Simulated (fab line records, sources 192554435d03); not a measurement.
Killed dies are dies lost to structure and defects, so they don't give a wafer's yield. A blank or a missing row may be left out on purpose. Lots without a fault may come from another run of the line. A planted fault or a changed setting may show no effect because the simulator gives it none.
A struck lot beside a sound one | flow n5_finfet | 14 steps out of a route of 1938
Sound: wafers L861.1, L861.2, L861.5. Struck: wafers L864.1, L864.5. (L864.2 of the same lot was not struck and is left out.) The cause comes at the end.
At each step with rows: each side's tool, then ch and its chambers, then its first start. Under that, the readings that differ: sound wafers | struck wafers | difference of the means | sigmas: that difference in standard deviations of wafers without a fault.
alike: readings whose means differ by less than 2 such deviations, and words and numbers that are the same on both sides. not compared: withheld readings, readings that some wafer has no value for, bounds like >300 that may hide the same value, and numbers for which the record gives no deviation and whose values overlap.
The two part at a step that has a row with sigmas, a row that says differs or no value, or rows on one side only. Numbers that don't overlap but have no deviation are shown without sigmas and don't part them. A reading that every wafer of one side lacks parts them only if that side has two wafers or more.

first, 2 steps without rows for these wafers: N5_BEOL_M8_CURE_75 (cures SiCOH lowk, time 120 s); N5_BEOL_M8_DEGAS_44 (time 60 s).
N5_BEOL_M8_PRE_CLEAN_45: time 30 s.
  sound on pvd_sputter-02, day 10 05:24; struck on pvd_sputter-02, day 10 17:45
  alike: heater_power_w, susceptor_temp_C
N5_BEOL_M8_ALD_77: deposits TaN, target thk 2 nm, pulse time 2 s, purge time 3 s.
  sound on ald_metal-03 ch 0,2,3, day 10 05:28; struck on ald_metal-04 ch 2,3, day 10 17:49
  alike: heater_power_outer_w, heater_power_w, susceptor_temp_C
  not compared: since_wet_clean_h
N5_BEOL_M8_SURFACE_TREAT_79:
  sound on pvd_sputter-01, day 10 05:46; struck on pvd_sputter-01, day 10 18:10
  not compared: throttle_valve_pct
then, 1 step without rows for these wafers: N5_BEOL_M8_CVD_78 (deposits Co from CCTBA/H2, target thk 2 nm, time 142.3 s).
N5_BEOL_M8_SPUTTER_48: material Cu, target thk 10 nm, time 1.667 s.
  sound on pvd_sputter-01, day 10 05:58; struck on pvd_sputter-03, day 10 18:26
  alike: susceptor_temp_C, throttle_valve_pct
then, 2 steps without rows for these wafers: N5_BEOL_M8_ECD_50 (material Cu, target thk 300 nm); N5_BEOL_M8_ANNEAL_51 (time 90 s).
N5_BEOL_M8_CMP_52: polishes, stops on SiCOH lowk, t overpolish 6.9 s, target thk 80 nm.
  sound on cmp-03 ch 0,1, day 10 06:44; struck on cmp-04 ch 2,3, day 10 18:58
  alike: barrier_field_endpoint_s, motor_current_A, overpolish_run_s, platen_rpm, time_to_endpoint_s
N5_BEOL_M8_THK_MEAS_53: measures by xrf.
  sound on film_metro-01, day 10 07:02; struck on film_metro-01, day 10 19:14
  alike: M8_THK
then, 1 step without rows for these wafers: N5_BEOL_M8_PRE_CLEAN_55 (time 15 s).
N5_BEOL_M8_DEP_56: deposits SiCN from 3MS/NH3, target thk 10 nm, time 17.5 s.
  sound on pecvd-03 ch 0,1, day 10 07:05; struck on pecvd-02 ch 1,2, day 10 19:17
  reading                                  | sound      | struck    | difference | sigmas
  model.SiCN_of_BEOL_M8_DEP_56.thk_nm (nm) | 10 10 10.2 | 16.4 16.6 | +6.4       |
  alike: showerhead_plenum_p_Torr, throttle_valve_pct
  not compared: since_wet_clean_h
N5_BEOL_M8_RS_MEAS_57: measures by four-point-probe.
  sound on film_metro-02, day 10 07:10; struck on film_metro-01, day 10 19:22
  alike: M8_RS

WHERE THEY PART
Nowhere in this record.

WHY: what the simulator had put in
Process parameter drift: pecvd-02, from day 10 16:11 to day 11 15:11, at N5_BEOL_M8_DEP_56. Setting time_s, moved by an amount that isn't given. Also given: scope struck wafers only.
